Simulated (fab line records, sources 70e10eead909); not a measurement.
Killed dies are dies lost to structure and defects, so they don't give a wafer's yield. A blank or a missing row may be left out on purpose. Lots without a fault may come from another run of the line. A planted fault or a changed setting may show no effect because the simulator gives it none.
Chamber matching | flow nand_harc | NHARC_P_CONTACT_CMP_01 on cmp-04: 4 sister chambers
The step polishes SiO2, target thk 200 nm. 4 wafers are shown with their chamber, then 12 later ones without.

WAFERS WITH THEIR CHAMBER
wafer  | chamber | motor_current_A (A)
L090.4 | 1       | 11.7
L091.2 | 2       | 9.8
L091.3 | 3       | 14.6
L091.6 | 0       | 10.6

WAFERS WITHOUT THEIR CHAMBER
wafer  | motor_current_A (A)
L094.1 | 11.0
L094.2 | 11.2
L094.5 | 10.0
L095.2 | 11.4
L095.3 | 11.0
L095.5 | 11.3
L096.3 | 9.6
L096.5 | 10.4
L096.6 | 10.9
L097.3 | 10.1
L097.4 | 11.0
L097.6 | 10.7

WHICH CHAMBER EACH WENT THROUGH
wafer  | from the rows above     | in truth
L094.1 | can't be placed: 0 or 1 | 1
L094.2 | can't be placed: 1 or 0 | 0
L094.5 | can't be placed: 2 or 0 | 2
L095.2 | can't be placed: 1 or 0 | 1
L095.3 | can't be placed: 0 or 1 | 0
L095.5 | can't be placed: 1 or 0 | 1
L096.3 | 2                       | 2
L096.5 | can't be placed: 0 or 2 | 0
L096.6 | can't be placed: 0 or 1 | 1
L097.3 | can't be placed: 2 or 0 | 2
L097.4 | can't be placed: 0 or 1 | 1
L097.6 | 0                       | 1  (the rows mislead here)
Placed correctly: 1 of 12. Can't be placed from these rows: 10 (the true chamber is among the candidates in 10). Placed wrongly: 1.
How it was worked out, from the rows above alone: a wafer's distance from a chamber is the root of the sum, over the readings, of the square of ((its reading less the chamber's mean) divided by the reading's scatter). The wafer belongs to the nearest chamber; if the next one is less than 2 further off, it can't be placed. A chamber's mean is the mean of its shown wafers. The scatter: with one shown wafer a chamber, the root of the mean of the squares of how far each hidden wafer lies from its nearest shown one.
